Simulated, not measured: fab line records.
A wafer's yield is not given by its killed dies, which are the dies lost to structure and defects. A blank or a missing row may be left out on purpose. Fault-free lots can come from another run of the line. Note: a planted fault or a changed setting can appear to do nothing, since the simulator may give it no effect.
Problem report in the 8D (eight disciplines) form, filled by code    flow nand harc    the parts of the form that need people (team, actions taken, sign-off) are left out

## 1. PROBLEM STATEMENT
At NHARC_A_ONON_D1_THK_MEAS_11, thk nm averages 1653 nm over 6 wafers from 2 lots, while fault-free wafers read 994 nm, standard deviation 14. That puts it +47 standard deviations away from the usual mean.
The step: measures by ellipsometry.
First seen on wafer L560.2, day 14 16:11, on film metro-01. The record holds 36 wafers of 12 lots with a number at this step. The rule behind "out" and "out of limits": a value lying over 4 standard deviations away from the usual mean. All remaining wafers that have a number are taken as sound.

## 2. WHAT IT IS; WHAT IT IS NOT
question                     is                      is not
which readings at this step  thk nm                  -
which lots                   L560, L561              L545, L548, L549, L552, L553, L555, L562, L564, L565, L566
which wafers of those lots   all that have a number  -
read on which gauges         film metro-01           film metro-02
when                         from day 14 16:11       up to then (18 sound wafers); but 12 sound wafers of L562, L564, L565, L566 came after

## 3. SUSPECTS, AND WHAT RULES EACH OUT
Counting: a tool at any process step up to the reading remains a suspect when it ran all the lots that are out and ran no sound lot after the first of those.
- ruled out: the gauge at NHARC_A_ONON_D1_THK_MEAS_11. All the wafers that are out were read on film metro-01, but those of them that NHARC_END_SORT_01 has rows for are out there too, on other tools.
- pecvd onon-03 at NHARC_A_ONON_D1_DEP_09 (target thk 1000 nm): kept. Every lot that is out went through it, starting with L560 (day 14 15:44), and after that it ran no sound lot; the last sound lot it ran before then is L555 (day 12 17:57).
Left after counting: pecvd onon-03 at NHARC_A_ONON_D1_DEP_09.

## 4. THE CAUSE (what the simulator had put in)
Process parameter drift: pecvd onon-03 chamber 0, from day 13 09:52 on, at NHARC_A_ONON_D1_DEP_09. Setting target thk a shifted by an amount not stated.
This tool alone remained once counting was done.

## 5. THE EFFECT CHAIN, in route order
Each row: a reading whose mean over the struck wafers that have a number lies more than 3 standard deviations from the usual. Scope: only readings with a usual standard deviation given in the record; hours: median across lots of the time from each lot's start at the first step in this table that gives one to its start at this step; sigmas: change in usual standard deviations.
hours  step                         reading          usual   on struck wafers  change  sigmas
0      NHARC_A_ONON_D1_THK_MEAS_11  thk nm           994 nm  1653              +659    +47
411    NHARC_END_SORT_01            killed at array  59      672               +613    +32
411    NHARC_END_SORT_01            killed dies      64      677               +613    +32

## 6. WHAT WOULD HAVE CAUGHT IT SOONER
The first out-of-limits reading at a measuring or inspecting step in this record came at day 14 16:11, 30 hours after the fault's start at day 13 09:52.
L561, from the lots that are out (2), started NHARC_A_ONON_D1_DEP_09 on pecvd onon-03 later than day 14 16:11. A tool hold placed at that time would have kept it from harm.
